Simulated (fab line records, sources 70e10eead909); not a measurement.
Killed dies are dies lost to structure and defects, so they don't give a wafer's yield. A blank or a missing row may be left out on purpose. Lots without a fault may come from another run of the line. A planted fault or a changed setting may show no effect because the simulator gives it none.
fab line records | flow nand_harc | part 1 of 2: steps 1 to 21 of 37
record lots=5 wafers=15 last_day=23
route steps=1159 shown P_GATE@141
lots that met no fault: from a run of the same line without faults
start_h: hours from the record's first day to the start of the lot's first wafer shown | wait_h: hours since the lot's step before | " the same as in the row above | L1.1+2: a row that stands for several wafers | - no value, or no start given | * or withheld: withheld | < > ~ a bound
route shown NAME@n: a module of which the file shows steps, and the number in the route of the first | usual: mean/standard deviation of fault-free wafers | same: alike in all rows | chamber/n: place in a boat | sites: the reading at each site | _std_site: their standard deviation | _edge_site: outer sites' mean less inner sites' | radius_mm: how far each site lies from the wafer's centre | mask NAME#n: copy n | behind: the tool/chamber that last shaped the wafer | hold: why the lot was held/for how many hours/how that ended | device: the transistor (n, p or np) that didn't switch | end of line: the same wafers' tests at the end of the route | a step without rows: its recipe alone | killed: dies lost to structure and defects at the first sort, not the wafer's yield | map: a wafer's dies, x killed, . not, _ none there
set.NAME: the setting as run; set.NAME@STEP: as run at that earlier step | model.NAME: the simulator's own value behind a step, which no gauge read
lots at some steps of the route; a table a step, a row a wafer
services: from which hour (start_h, from the record's first day; less than 0 if before it) a tool's chamber was out of use, for how many hours, and why
## steps
# step NHARC_P_GATE_CD_MEAS_26
# recipe target_cd_nm=120 landing_energy_ev=500
# usual cd_nm=120.0/0.52
# columns lot.wafer tool chamber start_h wait_h cd_nm
L075.1 cd_sem-03 0 95.83 - 120.6
L075.4 " 0 " " 120.4
L075.6 " 0 " " 119.7
L084.3 cd_sem-01 0 151.50 - 119.7
L084.5 " 0 " " 119.4
L084.6 " 0 " " 119.6
L085.2 cd_sem-02 0 166.57 - 119.9
L085.4 " 0 " " 119.8
L085.5 " 0 " " 119.7
L086.1 cd_sem-03 0 167.21 - 118.9
L086.2 " 0 " " 119.6
L086.4 " 0 " " 119.3
L091.4 cd_sem-01 0 193.08 - 119.5
L091.5 " 0 " " 119.8
L091.6 " 0 " " 119.7
# step NHARC_P_GATE_OVL_MEAS_27
# usual overlay_x_nm=0.0/0.74 overlay_y_nm=-0.3/0.79
# columns lot.wafer tool chamber start_h wait_h overlay_x_nm overlay_y_nm
L075.1 overlay-02 - 95.92 - 0.4 -0.6
L075.4 " - " " 0.9 -0.6
L075.6 " - " " 0.3 0.1
L084.3 overlay-01 - 151.58 - 0.0 0.3
L084.5 " - " " -0.1 0.2
L084.6 " - " " 0.1 0.2
L085.2 overlay-01 - 166.65 - -1.3 0.3
L085.4 " - " " -0.7 0.5
L085.5 " - " " -1.2 0.1
L086.1 overlay-01 - 167.30 - -1.1 1.1
L086.2 " - " " -1.4 1.2
L086.4 " - " " -1.2 1.7
L091.4 overlay-02 - 193.17 - -0.4 0.9
L091.5 " - " " -0.3 1.5
L091.6 " - " " -0.9 1.7
# step NHARC_P_GATE_INSPECT_28
# usual raw_defect_count=5.9/3
# columns lot.wafer tool chamber start_h wait_h raw_defect_count
L075.1 defect_inspect-02 - 95.96 0.0 10
L075.4 " - " " 4
L075.6 " - " " 3
L084.3 defect_inspect-02 - 151.62 0.0 4
L084.5 " - " " 7
L084.6 " - " " 3
L085.2 defect_inspect-01 - 166.69 0.0 5
L085.4 " - " " 2
L085.5 " - " " 3
L086.1 defect_inspect-02 - 167.33 0.0 3
L086.2 " - " " 6
L086.4 " - " " 10
L091.4 defect_inspect-02 - 193.20 0.0 4
L091.5 " - " " 5
L091.6 " - " " 9
# step NHARC_P_GATE_DESCUM_31
# recipe time_s=3 o2_flow_sccm=200 ar_flow_sccm=0 bias_power_w=0 chemistry=O2
# usual drypump_motor_current_A=5.7/0.47 oes_product_au=0.998/0.0063 rf_vpp_V=58.0/0.92 showerhead_plenum_p_Torr=1.93/0.097 throttle_valve_pct=11.311/0.0096
# columns lot.wafer tool chamber start_h wait_h drypump_motor_current_A oes_product_au rf_hours_counter_h rf_vpp_V showerhead_plenum_p_Torr throttle_valve_pct
L075.1 rie_diel-10 2 96.03 0.1 6.1 0.995 31 59.5 2.04 11.301
L075.4 " 0 " " 5.2 0.998 30 58.0 1.83 11.321
L075.6 " 1 " " 5.4 0.993 - 57.7 1.77 11.311
L084.3 rie_diel-10 0 151.70 0.1 5.2 1.000 49 57.1 1.82 11.318
L084.5 " 3 " " 5.3 0.987 - 58.6 2.00 11.317
L084.6 " 0 " " 5.2 0.991 - 56.7 1.82 11.302
L085.2 rie_diel-04 2 166.76 0.1 6.6 1.001 7 56.8 1.83 11.320
L085.4 " 3 " " 5.3 1.004 7 59.1 2.02 11.320
L085.5 " 2 " " 6.6 0.989 - 57.7 1.83 11.315
L086.2 rie_diel-10 0 167.40 0.1 5.3 0.995 58 57.0 1.82 11.305
L086.1 " 1 " " 5.4 0.993 53 56.7 1.76 11.311
L086.4 " 2 " " 6.1 0.995 60 58.1 2.03 11.309
L091.4 rie_diel-10 1 193.27 0.1 5.4 0.986 3 58.8 2.08 11.302
L091.5 " 0 " " 5.3 0.997 - 58.6 1.82 11.309
L091.6 " 1 " " 5.4 0.999 - 57.9 2.08 11.312
# step NHARC_P_GATE_ETCH_104
# recipe target_depth_a=600 time_s=withheld cf4_flow_sccm=100 chf3_flow_sccm=30 ar_flow_sccm=0 rf_w=500 bias_w=200 chemistry=CF4/CHF3
# usual drypump_motor_current_A=5.7/0.45 oes_product_au=0.942/0.021 rf_fwd_power_W=491.6/2.2 rf_vpp_V=371.0/2.7 showerhead_plenum_p_Torr=1.59/0.075 throttle_valve_pct=16.802/0.01
# columns lot.wafer tool chamber start_h wait_h drypump_motor_current_A oes_product_au rf_fwd_power_W rf_vpp_V showerhead_plenum_p_Torr throttle_valve_pct
L075.4 rie_diel-10 3 96.10 0.1 5.3 0.923 488.8 372.6 1.65 16.814
L075.1 " 1 " " 5.4 0.924 492.9 366.8 1.46 16.803
L075.6 " 0 " " 5.2 0.929 495.1 368.5 1.51 16.811
L084.3 rie_diel-10 1 151.79 0.1 5.4 0.925 491.9 365.4 1.46 16.809
L084.6 " 2 " " 6.1 0.925 491.0 373.4 1.67 16.816
L084.5 " 3 " " 5.3 0.926 489.5 372.6 1.64 16.795
L085.4 rie_diel-04 1 167.13 0.3 5.6 0.947 491.1 369.1 1.58 16.798
L085.2 " 0 " " 5.7 0.956 492.8 372.6 1.64 16.804
L085.5 " 1 " " 5.7 0.937 489.2 370.5 1.58 16.785
L086.1 rie_diel-10 0 167.48 0.1 5.2 0.951 492.6 368.3 1.50 16.792
L086.2 " 1 " " 5.4 0.977 492.3 366.5 1.45 16.804
L086.4 " 2 " " 6.1 0.982 490.0 374.3 1.66 16.814
L091.4 rie_diel-10 3 193.35 0.1 5.3 0.981 490.1 373.0 1.64 16.802
L091.6 " 3 " " 5.3 0.978 487.8 373.1 1.64 16.801
L091.5 " 0 " " 5.2 0.971 493.1 367.7 1.50 16.815
# step NHARC_P_GATE_HM_OPEN_105
# recipe target_depth_a=3600 o2_flow_sccm=400 cos_flow_sccm=20 ar_flow_sccm=0 rf_w=500 bias_w=300 chemistry=O2/COS
# usual drypump_motor_current_A=5.7/0.46 oes_product_au=1.000/0.0074 rf_fwd_power_W=497.9/1.6 rf_vpp_V=468/3.3 showerhead_plenum_p_Torr=3.14/0.15 throttle_valve_pct=28.331/0.0076
# columns lot.wafer tool chamber start_h wait_h drypump_motor_current_A oes_product_au rf_fwd_power_W rf_hours_counter_h rf_vpp_V showerhead_plenum_p_Torr throttle_valve_pct
L075.1 rie_diel-10 1 - - 5.4 0.989 496.8 23 462 2.90 28.339
L075.4 " 2 " " 6.1 0.994 496.7 31 469 3.32 28.339
L075.6 " 1 " " 5.5 1.002 497.3 - 462 2.90 28.328
L084.3 rie_diel-10 1 - - 5.4 0.997 497.7 45 463 2.89 28.330
L084.6 " 3 " " 5.3 0.991 496.3 - 469 3.26 28.320
L084.5 " 0 " " 5.2 1.006 496.0 - 464 2.98 28.315
L085.2 rie_diel-04 3 - - 5.4 1.002 498.7 7 470 3.29 28.332
L085.4 " 1 " " 5.7 0.984 495.2 8 467 3.14 28.330
L085.5 " 3 " " 5.3 0.994 500.4 - 470 3.29 28.332
L086.2 rie_diel-10 2 - - 6.1 1.014 499.0 60 470 3.30 28.330
L086.4 " 3 " " 5.3 0.995 497.6 57 471 3.26 28.338
L086.1 " 0 " " 5.2 0.984 497.8 58 464 2.98 28.323
L091.4 rie_diel-10 0 - - 5.3 0.999 497.5 3 464 2.98 28.330
L091.5 " 2 " " 6.1 1.001 499.4 - 472 3.30 28.328
L091.6 " 3 " " 5.3 0.996 497.4 - 470 3.25 28.330
# step NHARC_P_GATE_STRIP_106
# recipe o2_flow_sccm=400 cos_flow_sccm=20 ar_flow_sccm=0 bias_w=0 chemistry=O2/COS
# columns lot.wafer tool chamber start_h wait_h
L075.1+4+6 rie_diel-10 1,3,2 - -
L084.3+5+6 rie_diel-10 1,0,1 - -
L085.4+2+5 rie_diel-04 0,1,0 - -
L086.1+2+4 rie_diel-10 0,2,3 - -
L091.4+5+6 rie_diel-10 1,1,2 - -
# step NHARC_P_GATE_ETCH_114
# recipe target_depth_a=300 overetch_a=30 time_s=16.5 ion_energy_ev=100 cf4_flow_sccm=80 o2_flow_sccm=20 ar_flow_sccm=0 rf_w=300 bias_w=100 chemistry=CF4/O2
# usual drypump_motor_current_A=5.7/0.44 oes_product_au=1.000/0.0066 rf_fwd_power_W=293.4/1.3 rf_vpp_V=198.0/1.6 showerhead_plenum_p_Torr=1.34/0.067 throttle_valve_pct=13.398/0.0088
# columns lot.wafer tool chamber start_h wait_h drypump_motor_current_A oes_product_au rf_fwd_power_W rf_hours_counter_h rf_vpp_V showerhead_plenum_p_Torr throttle_valve_pct
L075.4 rie_diel-10 2 - - 6.1 1.005 293.5 31 199.0 1.42 13.391
L075.1 " 3 " " 5.3 0.995 292.5 31 199.7 1.40 13.387
L075.6 " 0 " " 5.2 1.009 295.4 - 196.4 1.28 13.386
L084.3 rie_diel-10 2 - - 6.1 1.003 293.9 53 197.4 1.42 13.406
L084.5 " 1 " " 5.4 0.987 293.7 - 195.0 1.23 13.400
L084.6 " 2 " " 6.1 0.984 293.5 - 199.0 1.42 13.385
L085.4 rie_diel-04 2 - - 6.6 0.999 290.6 8 196.6 1.28 13.412
L085.2 " 0 " " 5.7 1.007 292.6 7 197.9 1.40 13.395
L085.5 " 2 " " 6.6 1.000 290.5 - 197.4 1.28 13.415
L086.2 rie_diel-10 0 - - 5.2 0.990 295.3 58 196.9 1.27 13.391
L086.4 " 2 " " 6.1 0.996 293.8 60 200.3 1.41 13.389
L086.1 " 3 " " 5.3 1.001 293.6 57 199.7 1.40 13.403
L091.4 rie_diel-10 1 - - 5.4 0.998 294.2 3 201.2 1.45 13.407
L091.5 " 3 " " 5.3 1.003 291.9 - 199.6 1.39 13.387
L091.6 " 0 " " 5.2 1.004 295.0 - 195.2 1.27 13.390
# step NHARC_P_GATE_ETCH_32
# recipe target_depth_a=1500 over_etch_frac=1 over_etch_ion_energy_ev=40 time_s=100.1 hbr_flow_sccm=150 cl2_flow_sccm=50 rf_w=400 icp_w=400 bias_w=100 chemistry=HBr/Cl2
# usual drypump_motor_current_A=5.8/0.56 oes_product_au=0.999/0.0063 rf_fwd_power_W=396.6/1.4 throttle_valve_pct=26.405/0.0091
# columns lot.wafer tool chamber start_h wait_h drypump_motor_current_A oes_product_au rf_fwd_power_W rf_hours_counter_h throttle_valve_pct
L075.1 rie_si-01 3 96.51 - 5.2 1.004 397.2 1.4 26.424
L075.4 " 0 " " 6.3 1.001 398.0 1.4 26.402
L075.6 " 2 " " 5.6 0.995 397.4 - 26.412
L084.3 rie_si-01 2 152.38 - 5.6 1.002 396.3 0.1 26.411
L084.6 " 3 " " 5.2 1.002 396.7 - 26.403
L084.5 " 0 " " 6.2 1.010 398.1 - 26.400
L085.2 rie_si-06 2 167.54 - 5.9 1.005 397.0 1.4 26.418
L085.4 " 3 " " 5.7 0.990 397.7 1.5 26.388
L085.5 " 1 " " 5.0 0.998 395.4 - 26.420
L086.1 rie_si-02 0 167.91 - 5.5 1.012 395.2 1.0 26.394
L086.4 " 1 " " 6.6 0.995 396.1 1.0 26.396
L086.2 " 3 " " 5.3 0.995 393.8 1.1 26.411
L091.4 rie_si-06 2 193.76 - 5.9 1.015 398.9 0.0 26.402
L091.5 " 0 " " 6.7 0.997 398.7 - 26.408
L091.6 " 1 " " 5.0 1.000 395.4 - 26.413
# step NHARC_P_GATE_STRIP_108
# recipe o2_flow_sccm=500 ar_flow_sccm=0 bias_w=0 chemistry=O2
# usual drypump_motor_current_A=5.7/0.46 oes_product_au=0.999/0.0067 rf_vpp_V=57.9/0.92 showerhead_plenum_p_Torr=3.56/0.17 throttle_valve_pct=17.036/0.0089
# columns lot.wafer tool chamber start_h wait_h drypump_motor_current_A oes_product_au rf_hours_counter_h rf_vpp_V showerhead_plenum_p_Torr throttle_valve_pct
L075.1 rie_diel-10 3 96.67 - 5.3 0.990 31 58.3 3.70 17.048
L075.4 " 0 " " 5.3 1.003 30 57.3 3.39 17.021
L075.6 " 1 " " 5.5 0.995 - 56.9 3.28 17.036
L084.3 rie_diel-10 3 152.51 - 5.3 0.990 50 56.6 3.68 17.047
L084.5 " 2 " " 6.1 0.994 - 58.1 3.73 17.047
L084.6 " 3 " " 5.3 0.991 - 59.4 3.68 17.039
L085.2 rie_diel-10 1 167.69 - 5.4 0.995 53 59.2 3.26 17.040
L085.4 " 3 " " 5.3 1.004 57 58.7 3.68 17.019
L085.5 " 0 " " 5.3 0.992 - 56.8 3.37 17.024
L086.1 rie_diel-10 2 168.07 - 6.2 1.007 60 59.0 3.73 17.031
L086.4 " 0 " " 5.3 1.001 58 55.9 3.37 17.047
L086.2 " 1 " " 5.4 1.018 53 57.6 3.26 17.040
L091.4 rie_diel-01 2 193.91 - 5.4 0.999 24 57.6 3.37 17.039
L091.6 " 1 " " 5.9 1.004 - 59.1 3.68 17.033
L091.5 " 2 " " 5.4 0.984 - 57.0 3.37 17.037
# step NHARC_P_GATE_CD_MEAS_33
# usual cd_nm=120.3/2
# columns lot.wafer tool chamber start_h wait_h cd_nm
L075.1 cd_sem-02 - 96.82 - 118.3
L075.4 " - " " 121.4
L075.6 " - " " 119.9
L084.3 cd_sem-03 - 152.67 - 119.3
L084.5 " - " " 118.4
L084.6 " - " " 119.2
L085.2 cd_sem-03 - 167.85 - 115.8
L085.4 " - " " 118.8
L085.5 " - " " 118.9
L086.1 cd_sem-03 - 168.25 - 118.8
L086.2 " - " " 121.6
L086.4 " - " " 121.5
L091.4 cd_sem-03 - 194.07 - 118.3
L091.5 " - " " 119.0
L091.6 " - " " 122.9
# step NHARC_P_GATE_STRIP_35
# recipe time_s=600 temp_c=130 chemistry=SPM
# columns lot.wafer tool chamber start_h wait_h
L075.1+4+6 wet_bench-03 1,4,5 96.92 0.1
L084.5+6+3 wet_bench-04 4,5,0 152.77 0.1
L085.5+4+2 wet_bench-03 1,2,3 167.95 0.1
L086.1+4+2 wet_bench-06 6,7,3 168.33 0.1
L091.6+4+5 wet_bench-04 4,5,1 194.15 0.1
# step NHARC_P_GATE_PRECLEAN_73
# recipe time_s=* temp_c=50 bath_age_min=0 chemistry=SC1
# same bath_age_min=0
# columns lot.wafer tool chamber start_h wait_h
L075.1+4+6 wet_bench-03 1,4,5 - -
L084.5+6+3 wet_bench-04 4,5,0 - -
L085.5+4+2 wet_bench-03 1,2,3 - -
L086.1+4+2 wet_bench-06 6,7,3 - -
L091.6+4+5 wet_bench-04 4,5,1 - -
# step NHARC_P_GATE_SRD_74
# columns lot.wafer tool chamber start_h wait_h
L075.1+4+6 wet_bench-03 1,4,5 - -
L084.5+6+3 wet_bench-04 4,5,0 - -
L085.5+4+2 wet_bench-03 1,2,3 - -
L086.1+4+2 wet_bench-06 6,7,3 - -
L091.6+4+5 wet_bench-04 4,5,1 - -
# step NHARC_P_GATE_ALD_36
# recipe target_thk_a=200 pulse_time_s=60 ald_cycles=223 temp_c=400 material=SiNx
# usual heater_power_w=902/110 precursor_pulse_height_rel=1.000/0.019
# columns lot.wafer tool chamber start_h wait_h heater_power_w precursor_pulse_height_rel
L075.1 ald_sin-04 3 98.34 - 840 1.001
L075.4 " 1 100.45 - 859 1.005
L075.6 " 3 102.57 - 805 0.990
L084.3 ald_sin-02 3 153.14 - 1018 0.981
L084.6 " 3 157.42 - 984 0.983
L084.5 " 0 158.49 - 903 1.027
L085.2 ald_sin-04 0 168.31 - 713 0.988
L085.4 " 1 169.36 - 835 0.994
L085.5 " 1 173.59 - 849 0.984
L086.4 ald_sin-01 0 174.61 - 796 1.007
L086.1 " 2 176.73 - 874 0.990
L086.2 " 3 177.79 - 917 0.982
L091.4 ald_sin-02 2 196.67 - 1127 0.995
L091.5 " 0 198.81 - 897 1.024
L091.6 " 1 199.88 - 800 0.994
# step NHARC_P_GATE_ETCHBACK_37
# recipe target_depth_a=345 time_s=17.2 chf3_flow_sccm=50 o2_flow_sccm=10 ar_flow_sccm=200 rf_w=500 bias_w=200 chemistry=CHF3/O2
# usual drypump_motor_current_A=5.6/0.44 oes_product_au=0.95/0.033 rf_fwd_power_W=489.7/2.3 rf_vpp_V=371.0/2.8 showerhead_plenum_p_Torr=2.42/0.12 throttle_valve_pct=20.572/0.01
# columns lot.wafer tool chamber start_h wait_h drypump_motor_current_A oes_product_au rf_fwd_power_W rf_hours_counter_h rf_vpp_V showerhead_plenum_p_Torr throttle_valve_pct
L075.4 rie_diel-04 2 - - 6.6 1.01 490.0 24 368.2 2.31 20.577
L075.1 " 0 " " 5.7 1.00 488.5 25 373.1 2.51 20.576
L075.6 " 2 " " 6.5 0.99 488.9 - 370.3 2.31 20.584
L084.3 rie_diel-10 0 - - 5.2 0.91 493.1 55 368.8 2.29 20.587
L084.5 " 1 " " 5.4 0.92 491.4 - 367.0 2.22 20.569
L084.6 " 2 " " 6.1 0.91 492.5 - 373.8 2.54 20.574
L085.2 rie_diel-01 3 - - 5.0 1.00 489.2 15 368.5 2.26 20.576
L085.5 " 3 " " 5.1 1.00 487.8 - 367.9 2.26 20.568
L085.4 " 2 " " 5.4 0.99 492.1 - 368.0 2.29 20.575
L086.2 rie_diel-04 0 - - 5.7 0.94 490.8 9 373.4 2.51 20.562
L086.1 " 1 " " 5.7 0.91 488.2 9 371.5 2.41 20.578
L086.4 " 2 " " 6.6 0.93 487.9 10 367.9 2.30 20.571
L091.4 rie_diel-10 0 - - 5.2 0.95 490.7 7 367.6 2.29 20.553
L091.6 " 0 " " 5.3 0.95 492.1 - 368.7 2.29 20.567
L091.5 " 1 " " 5.4 0.93 492.2 - 374.2 2.59 20.575
# step NHARC_P_GATE_STRIP_101
# recipe time_s=20 o2_flow_sccm=500 ar_flow_sccm=0 bias_w=0 chemistry=O2
# usual drypump_motor_current_A=5.6/0.45 oes_product_au=1.000/0.007 rf_vpp_V=57.8/0.92 showerhead_plenum_p_Torr=3.56/0.17 throttle_valve_pct=17.037/0.0098
# columns lot.wafer tool chamber start_h wait_h drypump_motor_current_A oes_product_au rf_hours_counter_h rf_vpp_V showerhead_plenum_p_Torr throttle_valve_pct
L075.4 rie_diel-04 3 106.91 0.1 5.3 1.005 25 57.9 3.72 17.040
L075.1 " 0 " " 5.7 1.001 25 58.6 3.69 17.041
L075.6 " 0 " " 5.7 1.007 - 58.8 3.69 17.037
L084.3 rie_diel-10 0 162.83 0.1 5.3 0.997 55 57.7 3.37 17.040
L084.6 " 0 " " 5.2 0.996 - 56.6 3.37 17.042
L084.5 " 1 " " 5.4 0.996 - 57.1 3.27 17.039
L085.2 rie_diel-01 1 177.98 0.1 6.0 0.994 19 58.1 3.69 17.034
L085.5 " 3 " " 5.0 0.998 - 56.5 3.32 17.026
L085.4 " 1 " " 6.0 0.999 - 57.9 3.69 17.040
L086.1 rie_diel-04 2 184.25 0.1 6.7 0.994 10 57.7 3.39 17.050
L086.4 " 3 " " 5.3 1.001 9 58.6 3.72 17.048
L086.2 " 0 " " 5.7 1.009 9 59.0 3.68 17.060
L091.4 rie_diel-10 2 204.25 0.1 6.1 1.004 6 57.5 3.72 17.049
L091.6 " 1 " " 5.4 1.007 - 57.3 3.80 17.045
L091.5 " 2 " " 6.1 1.008 - 59.9 3.72 17.033
# step NHARC_P_GATE_PRECLEAN_97
# recipe time_s=600 temp_c=120 chemistry=SPM
# columns lot.wafer tool chamber start_h wait_h
L075.4+1+6 wet_bench-06 7,0,1 107.01 -
L084.5+3+6 wet_bench-04 4,6,7 162.93 -
L085.5+4+2 wet_bench-06 2,6,7 178.08 -
L086.1+4+2 wet_bench-06 1,2,5 184.35 -
L091.4+6+5 wet_bench-03 2,3,4 204.34 -
# step NHARC_P_GATE_SRD_98
# columns lot.wafer tool chamber start_h wait_h
L075.4+1+6 wet_bench-06 7,0,1 - -
L084.5+3+6 wet_bench-04 4,6,7 - -
L085.5+4+2 wet_bench-06 2,6,7 - -
L086.1+4+2 wet_bench-06 1,2,5 - -
L091.4+6+5 wet_bench-03 2,3,4 - -
# step NHARC_P_GATE_PRECLEAN_99
# recipe time_s=* temp_c=50 bath_age_min=0 chemistry=SC1
# same bath_age_min=0
# columns lot.wafer tool chamber start_h wait_h
L075.4+1+6 wet_bench-06 7,0,1 - -
L084.5+3+6 wet_bench-04 4,6,7 - -
L085.5+4+2 wet_bench-06 2,6,7 - -
L086.1+4+2 wet_bench-06 1,2,5 - -
L091.4+6+5 wet_bench-03 2,3,4 - -
# step NHARC_P_GATE_SRD_100
# columns lot.wafer tool chamber start_h wait_h
L075.4+1+6 wet_bench-06 7,0,1 - -
L084.5+3+6 wet_bench-04 4,6,7 - -
L085.5+4+2 wet_bench-06 2,6,7 - -
L086.1+4+2 wet_bench-06 1,2,5 - -
L091.4+6+5 wet_bench-03 2,3,4 - -
